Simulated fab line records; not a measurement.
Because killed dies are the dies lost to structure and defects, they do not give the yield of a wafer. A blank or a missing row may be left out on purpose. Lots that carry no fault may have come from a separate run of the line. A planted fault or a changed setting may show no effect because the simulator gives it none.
Chamber matching + flow n5_finfet + rie_diel-06 running N5_BEOL_M14_STRIP_37: 4 sister chambers
The step strips in O2. 20 wafers are shown with their chamber, then 10 later ones without.

WAFERS WITH THEIR CHAMBER
| wafer  | chamber | drypump_motor_current_A (A) | showerhead_plenum_p_Torr (Torr) | throttle_valve_pct (%) |
|--------|---------|-----------------------------|---------------------------------|------------------------|
| L074.2 | 1       | 4.8                         | 2.00                            | 16.60                  |
| L074.3 | 0       | 5.2                         | 2.02                            | 16.57                  |
| L074.4 | 3       | 6.7                         | 2.07                            | 16.73                  |
| L078.3 | 1       | 4.8                         | 2.00                            | 16.68                  |
| L078.5 | 3       | 6.7                         | 2.06                            | 16.76                  |
| L078.6 | 0       | 5.1                         | 2.02                            | 16.63                  |
| L083.2 | 0       | 5.2                         | 2.01                            | 16.64                  |
| L083.5 | 1       | 4.9                         | 2.00                            | 16.64                  |
| L083.6 | 2       | 5.4                         | 2.23                            | 16.45                  |
| L082.1 | 3       | 6.7                         | 2.06                            | 16.75                  |
| L082.3 | 1       | 4.9                         | 2.00                            | 16.67                  |
| L082.6 | 1       | 4.8                         | 2.00                            | 16.67                  |
| L084.3 | 0       | 5.2                         | 2.01                            | 16.67                  |
| L084.5 | 2       | 5.4                         | 2.23                            | 16.45                  |
| L084.6 | 3       | 6.7                         | 2.06                            | 16.77                  |
| L085.1 | 3       | 6.7                         | 2.06                            | 16.78                  |
| L085.2 | 0       | 5.2                         | 2.01                            | 16.64                  |
| L085.5 | 0       | 5.2                         | 2.01                            | 16.68                  |
| L089.2 | 2       | 5.4                         | 2.22                            | 16.50                  |
| L089.3 | 1       | 4.8                         | 1.99                            | 16.71                  |

SIGNATURES (averages over the wafers above)
| reading                  | chamber 0 | chamber 1 | chamber 2 | chamber 3 | scatter within a chamber |
|--------------------------|-----------|-----------|-----------|-----------|--------------------------|
| drypump_motor_current_A  | 5.183     | 4.833     | 5.400     | 6.700     | 0.0368                   |
| showerhead_plenum_p_Torr | 2.0133    | 1.9983    | 2.2267    | 2.0620    | 0.00477                  |
| throttle_valve_pct       | 16.6383   | 16.6617   | 16.4667   | 16.7580   | 0.0333                   |
Rule: for a wafer and a chamber, the distance is found by dividing, reading by reading, the gap between the wafer's reading and the chamber's mean by the reading's scatter, squaring, summing and taking the root. The wafer belongs to the nearest chamber; if the next one is less than 2 further off, it can't be placed. The scatter is the square root of a quotient: the sum, over the shown wafers, of each reading's squared deviation from its chamber's mean, divided by wafers minus chambers.

WAFERS WITH NO CHAMBER GIVEN
| wafer  | drypump_motor_current_A (A) | showerhead_plenum_p_Torr (Torr) | throttle_valve_pct (%) |
|--------|-----------------------------|---------------------------------|------------------------|
| L089.6 | 5.1                         | 2.01                            | 16.70                  |
| L093.1 | 5.4                         | 2.22                            | 16.50                  |
| L093.3 | 4.8                         | 1.99                            | 16.71                  |
| L093.5 | 4.8                         | 1.99                            | 16.73                  |
| L095.2 | 6.7                         | 2.05                            | 16.81                  |
| L095.3 | 4.8                         | 1.99                            | 16.75                  |
| L095.5 | 4.8                         | 1.99                            | 16.71                  |
| L094.1 | 6.7                         | 2.05                            | 16.85                  |
| L094.2 | 5.3                         | 2.22                            | 16.49                  |
| L094.5 | 4.8                         | 1.99                            | 16.71                  |

WHICH CHAMBER EACH WENT THROUGH
| wafer  | from the rows above | in truth |
|--------|---------------------|----------|
| L089.6 | 0                   | 0        |
| L093.1 | 2                   | 2        |
| L093.3 | 1                   | 1        |
| L093.5 | 1                   | 1        |
| L095.2 | 3                   | 3        |
| L095.3 | 1                   | 1        |
| L095.5 | 1                   | 1        |
| L094.1 | 3                   | 3        |
| L094.2 | 2                   | 2        |
| L094.5 | 1                   | 1        |
Placed correctly: 10 of 10. Number that these rows cannot place: 0. 0 placed wrongly.
